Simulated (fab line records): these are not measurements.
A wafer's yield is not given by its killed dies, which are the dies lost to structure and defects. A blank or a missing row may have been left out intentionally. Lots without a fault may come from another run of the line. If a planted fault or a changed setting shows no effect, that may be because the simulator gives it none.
Chamber matching ; flow n5_finfet ; N5_BEOL_M10_ETCH_65 on rie_diel-06 has 4 sister chambers
The step etches SiARC in CF4, target depth 39 nm, time 65 s. 4 wafers are shown with their chamber, then 7 later ones without.

WAFERS PAIRED WITH THEIR CHAMBERS
wafer;chamber;drypump_motor_current_A (A)
L087.1;3;6.6
L087.3;2;5.6
L090.2;0;5.9
L090.3;1;6.4

WAFERS MISSING THEIR CHAMBER
wafer;drypump_motor_current_A (A)
L090.6;6.6
L094.1;5.6
L094.3;6.5
L094.4;5.9
L095.2;6.4
L095.4;5.9
L095.5;5.6

THE CHAMBER EACH PASSED THROUGH
wafer;from the rows above;in truth
L090.6;3;3
L094.1;2;2
L094.3;can't be placed: 1 or 3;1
L094.4;0;0
L095.2;1;1
L095.4;0;0
L095.5;2;2
Correct placement for 6 of the 7. Unplaceable from these rows: 1, with the true chamber sitting among the candidates in 1. Number placed wrongly: 0.
How it was worked out, from the rows above alone: a wafer's distance from a chamber is the root of the sum, over the readings, of the square of ((its reading less the chamber's mean) divided by the reading's scatter). If the next closest chamber is less than 2 further off than the closest, the wafer can't be placed; otherwise it belongs to the closest. For every chamber, the mean is computed from those of its wafers that are shown. The scatter (one wafer shown for each chamber): square how far every hidden wafer sits from the nearest shown wafer, average those squares and take the square root.
